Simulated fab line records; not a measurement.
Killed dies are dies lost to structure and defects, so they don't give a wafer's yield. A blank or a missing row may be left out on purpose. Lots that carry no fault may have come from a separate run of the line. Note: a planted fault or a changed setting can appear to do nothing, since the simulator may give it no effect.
fab line records	flow n5-finfet
[record] lots = 24	wafers = 72	last-day = 19
route steps=1938 shown BEOL_M1@790
lots untouched by any fault: they come from a run of this same line in which no faults occurred
start-h: hours from the record's opening day to when the first of the lot's shown wafers began	wait-h: hours elapsed since this lot's preceding step	" repeats the value in the row above	L1.1+2: several wafers, shown together as one row	- either no value or no given start	* or withheld: withheld	< > ~ a bound
route shown NAME@n: names a module that has steps shown in the file, with the first one's number in the route	usual: mean/standard deviation taken from wafers without a fault	same: alike in all rows	chamber/n: place in a boat	sites: per-site readings	_std_site: how widely they spread, as a standard deviation	_edge_site: the outer-site mean with the inner-site mean subtracted	radius-mm: how far each site lies from the wafer's centre	mask NAME#n: copy n	behind: the tool/chamber that last shaped the wafer	hold: why the lot was held/for how many hours/how that ended	device: whichever transistor did not switch (one of n, p or np)	end of line: tests of these same wafers at the route's end	a step given without rows: its recipe and nothing more	killed: the dies lost at the first sort to structure and to defects; this is not the yield of the wafer	map: per-die view of a wafer (x killed, . not killed, _ where there is no die)
set.NAME: setting as actually run; set.NAME@STEP: the setting as run at that earlier step	model.NAME: the simulator's own value behind a step, which no gauge read
the route's steps for a sample of lots (tables are steps, rows are wafers)
services: from which hour (start-h, from the record's first day; less than 0 if before it) a tool's chamber was out of use, for how many hours, and why
[[steps]]
[step N5_BEOL_M1_ETCH_77]
[recipe] chemistry = N2/H2	target = underlayer	target-depth-a = 65	mask-material = CAR-EUV	time-s = 5.2	ion-energy-ev = 200	pressure-mtorr = 30	source-w = 840	bias-w = 150	n2-flow-sccm = 200	h2-flow-sccm = 200	ends = cleared
[usual] drypump-motor-current-A = 5.9/0.34	etch-rf-on-time-s = 5.21/0.11	oes-product-au = 0.68/0.089	rf-vpp-V = 525.0/2.7	showerhead-plenum-p-Torr = 2.58/0.082	throttle-valve-pct = 17.91/0.23
lot.wafer	tool	chamber	start-h	wait-h	drypump-motor-current-A	etch-rf-on-time-s	oes-product-au	rf-hours-counter-h	rf-vpp-V	showerhead-plenum-p-Torr	throttle-valve-pct
L074.1	rie-diel-01	3	127.54	0.0	5.8	5.20	0.76	39	524.9	2.58	17.74
L074.3	"	1	"	"	5.8	5.20	0.60	233	526.4	2.63	18.31
L074.5	"	2	"	"	5.8	5.22	0.60	-	520.3	2.38	17.91
L075.1	rie-diel-02	1	132.62	0.0	5.7	5.36	0.57	248	526.5	2.60	17.95
L075.4	"	2	"	"	6.2	5.30	0.58	200	525.0	2.53	17.85
L075.6	"	3	"	"	6.3	5.08	0.81	-	526.6	2.71	17.76
L076.2	rie-diel-05	1	135.78	0.0	6.0	5.19	0.65	124	524.0	2.54	17.74
L076.3	"	3	"	"	5.8	5.25	0.59	221	526.8	2.61	18.02
L076.6	"	3	"	"	5.7	5.14	0.60	-	527.3	2.61	17.99
L077.2	rie-diel-02	3	136.37	0.0	6.3	5.04	0.81	13	528.3	2.71	17.76
L077.3	"	1	"	"	5.7	5.29	0.56	249	525.5	2.60	17.93
L077.4	"	2	"	"	6.2	5.31	0.59	201	522.8	2.53	17.81
L078.1	rie-diel-05	0	149.52	0.0	6.1	5.36	0.59	205	524.5	2.62	18.04
L078.3	"	3	"	"	5.7	5.19	0.60	225	525.7	2.60	18.02
L078.6	"	2	"	"	5.1	5.12	0.65	-	518.8	2.42	17.60
L080.1	rie-diel-02	3	159.43	0.0	6.3	5.07	0.79	18	526.9	2.71	17.76
L080.3	"	2	"	"	6.2	5.31	0.59	206	522.3	2.53	17.82
L080.4	"	1	"	"	5.7	5.16	0.82	2	526.2	2.60	17.56
L079.2	rie-diel-01	2	159.69	0.0	5.9	5.24	0.59	247	520.1	2.38	17.95
L079.3	"	0	"	"	6.3	5.17	0.74	43	525.7	2.61	18.07
L079.5	"	3	"	"	5.8	5.21	0.75	-	527.0	2.58	17.75
L081.1	rie-diel-01	0	166.19	0.0	6.3	5.14	0.74	45	524.8	2.61	18.10
L081.4	"	3	"	"	5.8	5.17	0.76	49	521.6	2.57	17.74
L081.6	"	0	"	"	6.3	5.17	0.74	-	524.2	2.61	18.11
L082.1	rie-diel-01	3	170.04	0.0	5.8	5.11	0.74	50	525.2	2.57	17.74
L082.3	"	1	"	"	5.8	5.16	0.59	245	526.6	2.62	18.36
L082.6	"	1	"	"	5.8	5.17	0.59	-	525.6	2.62	18.35
L083.1	rie-diel-02	3	179.48	0.0	6.2	5.09	0.78	25	527.6	2.70	17.77
L083.2	"	0	"	"	5.4	5.44	0.63	162	526.7	2.64	18.25
L083.3	"	1	"	"	5.7	5.20	0.80	9	526.6	2.60	17.59
L084.3	rie-diel-01	3	181.61	0.0	5.8	5.16	0.74	55	524.8	2.57	17.77
L084.4	"	3	"	"	5.9	5.18	0.74	-	525.0	2.57	17.76
L084.6	"	1	"	"	5.8	5.16	0.59	-	527.3	2.62	18.38
L085.3	rie-diel-05	2	193.91	0.0	5.0	5.07	0.63	176	519.4	2.41	17.65
L085.5	"	0	"	"	6.1	5.38	0.58	-	527.4	2.62	18.07
L085.6	"	3	"	"	5.7	5.16	0.59	-	524.2	2.60	18.04
L086.1	rie-diel-01	0	200.69	0.0	6.3	5.25	0.72	61	524.7	2.60	18.12
L086.4	"	0	"	"	6.3	5.16	0.72	-	525.8	2.60	18.12
L086.5	"	2	"	"	5.9	5.07	0.85	-	529.0	2.69	17.49
L087.1	rie-diel-05	1	201.26	0.0	6.0	5.22	0.64	139	522.8	2.53	17.79
L087.4	"	2	"	"	5.0	5.03	0.64	177	521.9	2.41	17.64
L087.5	"	1	"	"	6.1	5.19	0.65	-	524.1	2.53	17.75
L089.2	rie-diel-01	2	221.29	0.0	5.9	5.05	0.82	13	529.8	2.69	17.50
L089.3	"	0	"	"	6.3	5.15	0.73	68	525.9	2.60	18.12
L089.5	"	2	"	"	5.8	5.06	0.82	-	528.3	2.69	17.52
L088.3	rie-diel-01	2	221.40	0.0	5.9	5.05	0.83	13	526.6	2.69	17.53
L088.5	"	2	"	"	5.8	5.06	0.82	-	531.4	2.69	17.52
L088.6	"	1	"	"	5.8	5.26	0.83	-	524.5	2.62	17.89
L090.1	rie-diel-01	2	221.61	0.0	5.8	5.04	0.83	13	527.3	2.69	17.53
L090.3	"	3	"	"	5.8	5.10	0.72	70	528.8	2.57	17.78
L090.6	"	3	"	"	5.9	5.13	0.73	-	524.9	2.57	17.79
L091.1	rie-diel-05	0	225.39	0.0	6.1	5.47	0.57	226	525.0	2.61	18.06
L091.4	"	3	"	"	5.8	5.30	0.58	247	526.1	2.59	18.04
L091.6	"	2	"	"	5.0	5.14	0.63	-	520.6	2.41	17.66
L092.2	rie-diel-01	3	235.96	0.0	5.8	5.18	0.72	74	523.0	2.56	17.79
L092.3	"	0	"	"	6.3	5.19	0.71	73	523.9	2.59	18.15
L092.6	"	1	"	"	5.8	5.27	0.80	-	526.4	2.62	17.87
L093.1	rie-diel-02	0	236.71	0.0	5.5	5.39	0.62	182	527.4	2.63	18.27
L093.3	"	2	"	"	6.2	5.34	0.57	229	522.6	2.52	17.83
L093.5	"	1	"	"	5.7	5.21	0.77	-	526.6	2.59	17.63
L094.3	rie-diel-05	0	244.80	0.0	6.1	5.40	0.58	230	523.4	2.61	18.07
L094.5	"	0	"	"	6.1	5.43	0.57	-	526.8	2.61	18.13
L094.6	"	2	"	"	5.0	5.08	0.63	-	522.5	2.41	17.67
L095.2	rie-diel-01	1	253.35	0.0	5.8	5.32	0.77	10	526.4	2.62	17.87
L095.4	"	1	"	"	5.8	5.26	0.79	-	523.2	2.62	17.88
L095.5	"	0	"	"	6.3	5.23	0.70	-	523.8	2.59	18.17
L096.3	rie-diel-05	0	254.21	0.0	6.1	5.38	0.57	233	527.4	2.61	18.10
L096.4	"	2	"	"	5.1	5.01	0.63	-	521.1	2.40	17.69
L096.5	"	0	"	"	6.1	5.35	0.57	-	527.5	2.61	18.09
L097.1	rie-diel-05	2	261.56	0.0	5.0	5.10	0.63	198	517.3	2.40	17.70
L097.3	"	1	"	"	6.0	5.11	0.64	161	522.4	2.52	17.79
L097.4	"	0	"	"	6.1	5.38	0.58	-	527.2	2.61	18.12
[step N5_BEOL_M1_STRIP_36]
[recipe] chemistry = N2/H2	power-w = 450	temp-c = 40	pressure-mtorr = 20	rf-frequency-hz = 6e+07	overash-fraction = 0.3	bias-power-w = 7	h2-frac = 0.5	n2-flow-sccm = 200	h2-flow-sccm = 200
[usual] drypump-motor-current-A = 5.95/0.29	oes-product-au = 0.83/0.1	power-w = 449.9/1.1	rf-vpp-V = 59.4/1.5	showerhead-plenum-p-Torr = 2.61/0.062	throttle-valve-pct = 23.70/0.27
lot.wafer	tool	chamber	start-h	wait-h	drypump-motor-current-A	oes-product-au	power-w	rf-hours-counter-h	rf-vpp-V	showerhead-plenum-p-Torr	throttle-valve-pct
L074.1	rie-diel-02	2	130.46	0.0	6.16	0.71	449.6	199	59.0	2.53	23.59
L074.3	"	0	"	"	5.46	0.77	448.9	147	61.7	2.64	24.03
L074.5	"	0	"	"	5.45	0.77	449.0	-	59.4	2.65	24.04
L075.1	rie-diel-02	2	134.21	0.0	6.16	0.71	450.3	200	57.3	2.53	23.59
L075.4	"	3	"	"	6.22	0.94	448.8	12	60.5	2.71	23.69
L075.6	"	3	"	"	6.22	0.94	449.4	-	59.9	2.71	23.70
L076.2	rie-diel-01	2	138.33	0.0	5.82	0.69	448.5	242	57.1	2.38	23.51
L076.3	"	1	"	"	5.82	0.70	450.4	236	60.4	2.62	24.18
L076.6	"	0	"	"	6.33	0.88	449.7	-	61.5	2.61	23.91
L077.2	rie-diel-02	3	138.45	0.0	6.29	0.95	451.8	13	59.6	2.71	23.73
L077.3	"	2	"	"	6.20	0.71	451.8	201	60.8	2.53	23.60
L077.4	"	1	"	"	5.71	0.67	450.0	250	62.0	2.60	23.63
L078.1	rie-diel-01	2	153.33	0.0	5.83	0.70	451.7	246	59.9	2.37	23.55
L078.3	"	3	"	"	5.86	0.87	449.5	45	58.1	2.57	23.40
L078.6	"	0	"	"	6.31	0.87	450.1	-	58.2	2.60	23.92
L080.1	rie-diel-02	0	161.52	0.0	5.47	0.75	451.0	155	60.6	2.64	24.03
L080.3	"	1	"	"	5.71	0.97	450.7	2	59.6	2.60	23.48
L080.4	"	3	"	"	6.26	0.93	449.3	19	58.2	2.70	23.76
L079.2	rie-diel-02	1	166.29	0.0	5.70	0.96	450.3	4	61.4	2.60	23.44
L079.3	"	3	"	"	6.24	0.93	448.5	20	59.4	2.70	23.72
L079.5	"	0	"	"	5.46	0.77	449.9	-	58.3	2.64	24.08
L081.1	rie-diel-02	0	167.66	0.0	5.47	0.75	448.6	157	59.5	2.64	24.06
L081.4	"	2	"	"	6.18	0.69	448.5	209	59.2	2.53	23.60
L081.6	"	1	"	"	5.72	0.97	449.9	-	60.0	2.60	23.49
L082.1	rie-diel-01	3	171.61	0.0	5.85	0.87	448.8	50	58.1	2.57	23.42
L082.3	"	1	"	"	5.82	0.68	448.9	245	63.4	2.62	24.20
L082.6	"	1	"	"	5.82	0.70	451.4	-	60.7	2.62	24.24
L083.1	rie-diel-02	1	198.19	0.0	5.72	0.94	451.6	14	59.2	2.59	23.51
L083.2	"	3	"	"	6.28	0.91	450.6	31	61.1	2.70	23.74
L083.3	"	0	"	"	5.47	0.75	448.1	167	61.7	2.64	24.04
L084.3	rie-diel-01	0	198.23	0.0	6.31	0.85	450.9	59	61.0	2.60	23.91
L084.4	"	0	"	"	6.32	0.85	450.6	-	62.9	2.60	23.95
L084.6	"	3	"	"	5.84	0.85	451.1	-	61.9	2.56	23.45
L085.3	rie-diel-02	2	206.40	0.0	6.17	0.68	449.0	219	56.7	2.52	23.63
L085.5	"	2	"	"	6.15	0.68	449.6	-	57.6	2.52	23.63
L085.6	"	0	"	"	5.47	0.75	449.6	-	60.0	2.63	24.06
L086.1	rie-diel-01	0	220.27	0.0	6.32	0.84	451.7	68	61.0	2.59	23.96
L086.4	"	3	"	"	5.83	0.83	449.1	-	57.0	2.56	23.46
L086.5	"	0	"	"	6.35	0.83	450.7	-	58.6	2.59	23.94
L087.1	rie-diel-01	2	223.20	0.0	5.86	0.98	450.5	14	60.2	2.69	23.18
L087.4	"	3	"	"	5.84	0.84	448.2	70	57.8	2.56	23.43
L087.5	"	3	"	"	5.85	0.82	450.5	-	61.9	2.56	23.48
L089.2	rie-diel-05	0	223.88	0.0	6.09	0.68	449.8	226	59.9	2.61	23.85
L089.3	"	1	"	"	6.03	0.75	449.8	147	57.5	2.53	23.45
L089.5	"	1	"	"	6.04	0.74	449.3	-	60.5	2.53	23.44
L088.3	rie-diel-02	1	223.96	0.0	5.72	0.92	451.1	18	59.9	2.59	23.48
L088.5	"	2	"	"	6.18	0.69	449.9	-	57.8	2.52	23.62
L088.6	"	3	"	"	6.26	0.89	450.6	-	60.7	2.69	23.75
L090.1	rie-diel-01	2	224.06	0.0	5.84	0.97	449.3	14	59.6	2.68	23.19
L090.3	"	1	"	"	5.81	0.96	448.8	1	60.7	2.62	23.75
L090.6	"	3	"	"	5.82	0.83	450.9	-	57.2	2.56	23.47
L091.1	rie-diel-01	0	227.79	0.0	6.33	0.83	452.0	70	58.6	2.59	23.96
L091.4	"	3	"	"	5.83	0.82	451.5	72	62.2	2.56	23.46
L091.6	"	1	"	"	5.80	0.96	449.9	-	61.8	2.62	23.74
L092.2	rie-diel-01	1	238.01	0.0	5.82	0.94	448.2	5	58.6	2.61	23.73
L092.3	"	2	"	"	5.80	0.96	449.8	18	59.7	2.68	23.19
L092.6	"	0	"	"	6.33	0.84	451.0	-	58.9	2.59	23.96
L093.1	rie-diel-02	3	238.86	0.0	6.24	0.89	450.1	46	55.5	2.69	23.75
L093.3	"	2	"	"	6.18	0.68	450.5	230	56.0	2.52	23.65
L093.5	"	2	"	"	6.16	0.67	450.1	-	57.2	2.52	23.63
L094.3	rie-diel-01	2	254.69	0.0	5.82	0.95	449.8	23	61.2	2.68	23.19
L094.5	"	1	"	"	5.81	0.93	453.7	-	59.0	2.61	23.74
L094.6	"	0	"	"	6.26	0.82	449.4	-	58.4	2.59	23.95
L095.2	rie-diel-01	0	256.41	0.0	6.34	0.81	450.7	79	57.4	2.59	23.98
L095.4	"	1	"	"	5.80	0.91	451.8	-	58.1	2.61	23.72
L095.5	"	2	"	"	5.83	0.94	450.7	-	60.3	2.68	23.20
L096.3	rie-diel-01	0	259.71	0.0	6.34	0.83	450.5	80	59.5	2.59	23.95
L096.4	"	3	"	"	5.79	0.81	451.5	80	57.3	2.56	23.46
L096.5	"	3	"	"	5.80	0.82	451.5	-	58.7	2.56	23.48
L097.1	rie-diel-01	2	263.31	0.0	5.88	0.96	450.5	26	58.2	2.68	23.18
L097.3	"	1	"	"	5.82	0.92	449.5	13	59.8	2.61	23.74
L097.4	"	3	"	"	5.83	0.83	450.8	81	55.2	2.56	23.47
[step N5_BEOL_M1_SPUTTER_79]
[recipe] material = Cu	target-thk-a = 45	temp-c = -20	chamber-pressure-pa = 0.07	power-w = withheld	time-s = 8.29
[usual] throttle-valve-pct = 30.3/1.2
lot.wafer	tool	chamber	start-h	wait-h	throttle-valve-pct
L074.1	pvd-sputter-01	-	132.05	0.1	31.4
L074.3	"	-	"	"	31.7
L074.5	"	-	"	"	31.6
L075.1	pvd-sputter-01	-	135.77	0.1	30.5
L075.4	"	-	"	"	31.7
L075.6	"	-	"	"	31.5
L076.2	pvd-sputter-01	-	140.04	0.1	31.4
L076.3	"	-	"	"	31.5
L076.6	"	-	"	"	30.4
L077.2	pvd-sputter-03	-	140.29	0.1	28.4
L077.3	"	-	"	"	30.3
L077.4	"	-	"	"	29.4
L078.1	pvd-sputter-01	-	154.70	0.1	31.3
L078.3	"	-	"	"	30.6
L078.6	"	-	"	"	31.7
L080.1	pvd-sputter-01	-	163.03	0.1	30.7
L080.3	"	-	"	"	31.3
L080.4	"	-	"	"	31.4
L079.2	pvd-sputter-01	-	168.44	0.1	30.5
L079.3	"	-	"	"	31.6
L079.5	"	-	"	"	31.4
L081.1	pvd-sputter-02	-	169.08	0.1	28.8
L081.4	"	-	"	"	30.1
L081.6	"	-	"	"	30.4
L082.1	pvd-sputter-01	-	172.92	0.1	31.8
L082.3	"	-	"	"	31.5
L082.6	"	-	"	"	30.5
L083.1	pvd-sputter-03	-	199.85	0.1	30.2
L083.2	"	-	"	"	29.4
L083.3	"	-	"	"	28.3
L084.3	pvd-sputter-02	-	201.58	0.1	29.3
L084.4	"	-	"	"	28.4
L084.6	"	-	"	"	28.5
L085.3	pvd-sputter-01	-	208.06	0.1	31.4
L085.5	"	-	"	"	31.6
L085.6	"	-	"	"	30.8
L086.1	pvd-sputter-01	-	222.16	0.1	31.4
L086.4	"	-	"	"	31.6
L086.5	"	-	"	"	31.2
L087.1	pvd-sputter-03	-	224.87	0.1	29.2
L087.4	"	-	"	"	28.0
L087.5	"	-	"	"	30.3
L089.2	pvd-sputter-02	-	225.50	0.1	30.4
L089.3	"	-	"	"	28.8
L089.5	"	-	"	"	28.3
L090.1	pvd-sputter-01	-	226.54	0.1	30.9
L090.3	"	-	"	"	31.4
L090.6	"	-	"	"	31.6
L088.3	pvd-sputter-03	-	226.71	0.1	29.2
L088.5	"	-	"	"	28.1
L088.6	"	-	"	"	29.6
L091.1	pvd-sputter-02	-	229.29	0.1	28.4
L091.4	"	-	"	"	29.7
L091.6	"	-	"	"	28.2
L092.2	pvd-sputter-02	-	239.28	0.1	29.7
L092.3	"	-	"	"	30.5
L092.6	"	-	"	"	28.5
L093.1	pvd-sputter-02	-	241.14	0.1	28.6
L093.3	"	-	"	"	29.0
L093.5	"	-	"	"	28.9
L094.3	pvd-sputter-02	-	256.58	0.1	30.4
L094.5	"	-	"	"	30.2
L094.6	"	-	"	"	28.5
L095.2	pvd-sputter-01	-	258.16	0.1	30.3
L095.4	"	-	"	"	31.5
L095.5	"	-	"	"	31.6
L096.3	pvd-sputter-01	-	261.40	0.1	31.4
L096.4	"	-	"	"	31.5
L096.5	"	-	"	"	30.4
L097.1	pvd-sputter-03	-	264.73	0.1	30.0
L097.3	"	-	"	"	30.3
L097.4	"	-	"	"	29.4
[step N5_BEOL_M1_ANNEAL_87]
[recipe] temp-c = 400	time-s = 240	ambient = vacuum
[usual] heater-power-w = 838/47
lot.wafer	tool	chamber	start-h	wait-h	heater-power-w
L074.1	pvd-sputter-01	-	132.57	0.0	798
L074.3	"	-	"	"	846
L074.5	"	-	"	"	835
L075.1	pvd-sputter-01	-	136.29	0.0	800
L075.4	"	-	"	"	806
L075.6	"	-	"	"	856
L076.2	pvd-sputter-01	-	140.56	0.0	829
L076.3	"	-	"	"	833
L076.6	"	-	"	"	813
L077.2	pvd-sputter-03	-	140.81	0.0	899
L077.3	"	-	"	"	811
L077.4	"	-	"	"	813
L078.1	pvd-sputter-01	-	155.22	0.0	816
L078.3	"	-	"	"	772
L078.6	"	-	"	"	849
L080.1	pvd-sputter-01	-	163.55	0.0	805
L080.3	"	-	"	"	860
L080.4	"	-	"	"	859
L079.2	pvd-sputter-01	-	168.96	0.0	782
L079.3	"	-	"	"	848
L079.5	"	-	"	"	826
L081.1	pvd-sputter-02	-	169.60	0.0	873
L081.4	"	-	"	"	929
L081.6	"	-	"	"	956
L082.1	pvd-sputter-01	-	173.44	0.0	822
L082.3	"	-	"	"	842
L082.6	"	-	"	"	783
L083.1	pvd-sputter-03	-	200.37	0.0	907
L083.2	"	-	"	"	772
L083.3	"	-	"	"	909
L084.3	pvd-sputter-02	-	202.10	0.0	772
L084.4	"	-	"	"	829
L084.6	"	-	"	"	844
L085.3	pvd-sputter-01	-	208.58	0.0	846
L085.5	"	-	"	"	846
L085.6	"	-	"	"	804
L086.1	pvd-sputter-01	-	222.68	0.0	820
L086.4	"	-	"	"	853
L086.5	"	-	"	"	863
L087.1	pvd-sputter-03	-	225.39	0.0	805
L087.4	"	-	"	"	905
L087.5	"	-	"	"	794
L089.2	pvd-sputter-02	-	226.02	0.0	921
L089.3	"	-	"	"	845
L089.5	"	-	"	"	800
L090.1	pvd-sputter-01	-	227.06	0.0	795
L090.3	"	-	"	"	863
L090.6	"	-	"	"	810
L088.3	pvd-sputter-03	-	227.23	0.0	788
L088.5	"	-	"	"	918
L088.6	"	-	"	"	792
L091.1	pvd-sputter-02	-	229.81	0.0	838
L091.4	"	-	"	"	772
L091.6	"	-	"	"	821
L092.2	pvd-sputter-02	-	239.80	0.0	755
L092.3	"	-	"	"	945
L092.6	"	-	"	"	841
L093.1	pvd-sputter-02	-	241.66	0.0	798
L093.3	"	-	"	"	825
L093.5	"	-	"	"	847
L094.3	pvd-sputter-02	-	257.10	0.0	936
L094.5	"	-	"	"	943
L094.6	"	-	"	"	820
L095.2	pvd-sputter-01	-	258.68	0.0	790
L095.4	"	-	"	"	831
L095.5	"	-	"	"	853
L096.3	pvd-sputter-01	-	261.92	0.0	855
L096.4	"	-	"	"	863
L096.5	"	-	"	"	808
L097.1	pvd-sputter-03	-	265.25	0.0	923
L097.3	"	-	"	"	807
L097.4	"	-	"	"	798
[step N5_BEOL_M1_SPUTTER_96]
[recipe] material = Cu	target-thk-a = 45	temp-c = -20	chamber-pressure-pa = 0.07	power-w = withheld	time-s = 8.29
[usual] throttle-valve-pct = 30.3/1.2
lot.wafer	tool	chamber	start-h	wait-h	throttle-valve-pct
L074.1	pvd-sputter-01	-	133.59	0.1	31.5
L074.3	"	-	"	"	31.6
L074.5	"	-	"	"	31.9
L075.1	pvd-sputter-01	-	137.31	0.1	30.3
L075.4	"	-	"	"	31.1
L075.6	"	-	"	"	31.5
L076.2	pvd-sputter-01	-	141.58	0.1	31.7
L076.3	"	-	"	"	31.4
L076.6	"	-	"	"	30.9
L077.2	pvd-sputter-03	-	141.83	0.1	28.2
L077.3	"	-	"	"	30.0
L077.4	"	-	"	"	29.2
L078.1	pvd-sputter-01	-	156.24	0.1	31.6
L078.3	"	-	"	"	30.6
L078.6	"	-	"	"	31.4
L080.1	pvd-sputter-01	-	164.57	0.1	30.5
L080.3	"	-	"	"	31.3
L080.4	"	-	"	"	31.9
L079.2	pvd-sputter-01	-	169.98	0.1	30.6
L079.3	"	-	"	"	31.4
L079.5	"	-	"	"	31.5
L081.1	pvd-sputter-02	-	170.62	0.1	28.7
L081.4	"	-	"	"	30.3
L081.6	"	-	"	"	30.2
L082.1	pvd-sputter-01	-	174.46	0.1	31.2
L082.3	"	-	"	"	31.5
L082.6	"	-	"	"	30.5
L083.1	pvd-sputter-03	-	201.39	0.1	29.8
L083.2	"	-	"	"	29.4
L083.3	"	-	"	"	28.3
L084.3	pvd-sputter-02	-	203.12	0.1	29.6
L084.4	"	-	"	"	28.6
L084.6	"	-	"	"	28.6
L085.3	pvd-sputter-01	-	215.01	0.1	31.6
L085.5	"	-	"	"	31.5
L085.6	"	-	"	"	30.4
L086.1	pvd-sputter-01	-	223.70	0.1	31.4
L086.4	"	-	"	"	31.5
L086.5	"	-	"	"	31.3
L087.1	pvd-sputter-03	-	226.41	0.1	29.4
L087.4	"	-	"	"	28.3
L087.5	"	-	"	"	30.6
L089.2	pvd-sputter-02	-	227.04	0.1	30.5
L089.3	"	-	"	"	28.9
L089.5	"	-	"	"	28.5
L090.1	pvd-sputter-01	-	228.08	0.1	30.6
L090.3	"	-	"	"	31.7
L090.6	"	-	"	"	31.5
L088.3	pvd-sputter-03	-	228.25	0.1	29.4
L088.5	"	-	"	"	28.3
L088.6	"	-	"	"	29.1
L091.1	pvd-sputter-02	-	230.83	0.1	28.3
L091.4	"	-	"	"	29.6
L091.6	"	-	"	"	28.4
L092.2	pvd-sputter-02	-	240.82	0.1	29.6
L092.3	"	-	"	"	30.4
L092.6	"	-	"	"	28.3
L093.1	pvd-sputter-02	-	242.68	0.1	28.6
L093.3	"	-	"	"	29.0
L093.5	"	-	"	"	28.9
L094.3	pvd-sputter-02	-	258.12	0.1	30.6
L094.5	"	-	"	"	30.5
L094.6	"	-	"	"	28.2
L095.2	pvd-sputter-01	-	259.70	0.1	30.5
L095.4	"	-	"	"	31.6
L095.5	"	-	"	"	31.5
L096.3	pvd-sputter-01	-	262.94	0.1	31.5
L096.4	"	-	"	"	31.5
L096.5	"	-	"	"	30.4
L097.1	pvd-sputter-03	-	266.27	0.1	30.0
L097.3	"	-	"	"	30.3
L097.4	"	-	"	"	29.4
[step N5_BEOL_M1_PRE_CLEAN_60]
[recipe] gas = NH3/H2	time-s = 15	temp-c = *	rf-power-w = 300
[usual] heater-power-w = 97/19
lot.wafer	tool	chamber	start-h	wait-h	heater-power-w
L074.1	cvd-co-01	2	134.42	0.0	77
L074.3	"	0	"	"	114
L074.5	"	0	"	"	112
L075.1	cvd-co-01	2	138.16	0.0	79
L075.4	"	2	"	"	76
L075.6	"	2	"	"	77
L076.2	cvd-co-02	2	142.41	0.0	80
L076.3	"	1	"	"	78
L076.6	"	2	"	"	79
L077.2	cvd-co-02	0	142.81	0.2	99
L077.3	"	2	"	"	81
L077.4	"	1	"	"	76
L078.1	cvd-co-01	2	157.07	0.0	76
L078.3	"	1	"	"	123
L078.6	"	0	"	"	108
L080.1	cvd-co-02	2	165.41	0.0	78
L080.3	"	0	"	"	100
L080.4	"	2	"	"	80
L079.2	cvd-co-01	2	170.81	0.0	76
L079.3	"	0	"	"	113
L079.5	"	0	"	"	112
L081.1	cvd-co-02	0	171.45	0.0	99
L081.4	"	1	"	"	74
L081.6	"	2	"	"	80
L082.1	cvd-co-02	2	175.29	0.0	81
L082.3	"	0	"	"	100
L082.6	"	1	"	"	76
L083.1	cvd-co-02	1	202.33	0.0	77
L083.2	"	0	"	"	100
L083.3	"	2	"	"	81
L084.3	cvd-co-01	2	203.96	0.0	80
L084.4	"	1	"	"	121
L084.6	"	2	"	"	78
L085.3	cvd-co-01	2	216.02	0.0	79
L085.5	"	1	"	"	124
L085.6	"	2	"	"	76
L086.1	cvd-co-01	1	224.76	0.0	122
L086.4	"	0	"	"	116
L086.5	"	1	"	"	123
L087.1	cvd-co-02	0	227.24	0.0	100
L087.4	"	1	"	"	75
L087.5	"	0	"	"	98
L089.2	cvd-co-01	2	227.87	0.0	78
L089.3	"	1	"	"	122
L089.5	"	0	"	"	114
L090.1	cvd-co-01	1	229.09	0.2	124
L090.3	"	2	"	"	78
L090.6	"	0	"	"	113
L088.3	cvd-co-01	0	229.20	0.2	114
L088.5	"	1	"	"	122
L088.6	"	0	"	"	113
L091.1	cvd-co-01	1	231.65	0.0	122
L091.4	"	0	"	"	112
L091.6	"	1	"	"	121
L092.2	cvd-co-01	2	241.83	0.0	79
L092.3	"	1	"	"	122
L092.6	"	2	"	"	78
L093.1	cvd-co-02	0	243.62	0.0	100
L093.3	"	2	"	"	80
L093.5	"	2	"	"	79
L094.3	cvd-co-01	1	258.95	0.0	123
L094.5	"	1	"	"	124
L094.6	"	0	"	"	115
L095.2	cvd-co-01	2	260.53	0.0	79
L095.4	"	2	"	"	80
L095.5	"	0	"	"	111
L096.3	cvd-co-02	2	263.77	0.0	79
L096.4	"	1	"	"	77
L096.5	"	0	"	"	97
L097.1	cvd-co-01	2	267.09	0.0	80
L097.3	"	1	"	"	123
L097.4	"	0	"	"	113
[[services]]
tool	chamber	start-h	hours	kind
rie-diel-05	1	109.28	4.8	repair
cvd-co-01	1	129.59	16.6	repair
rie-diel-02	1	138.98	-	clean
pvd-sputter-02	-	139.65	3.9	repair
rie-diel-05	1	140.73	9.1	repair
pvd-sputter-03	-	144.16	23.3	repair
rie-diel-01	3	144.44	4.0	repair
cvd-co-02	0	151.94	5.1	repair
rie-diel-01	2	168.39	-	clean
rie-diel-01	2	168.39	-	consumable-replace:focus-ring
rie-diel-01	2	168.39	-	consumable-replace:showerhead
rie-diel-01	2	168.39	21.4	scheduled-down
rie-diel-01	2	168.39	21.4	vent-cycle
rie-diel-02	2	177.07	8.7	repair
pvd-sputter-02	-	183.42	2.3	repair
rie-diel-01	1	189.91	-	clean
rie-diel-01	1	189.91	-	consumable-replace:focus-ring
rie-diel-01	1	189.91	30.6	scheduled-down
rie-diel-01	1	189.91	30.6	vent-cycle
rie-diel-02	1	203.82	16.6	repair
rie-diel-01	3	205.00	4.9	repair
rie-diel-05	0	227.75	9.5	repair
rie-diel-01	3	252.29	4.1	repair
rie-diel-02	-	263.90	1.7	repair
[[key]]
fault none
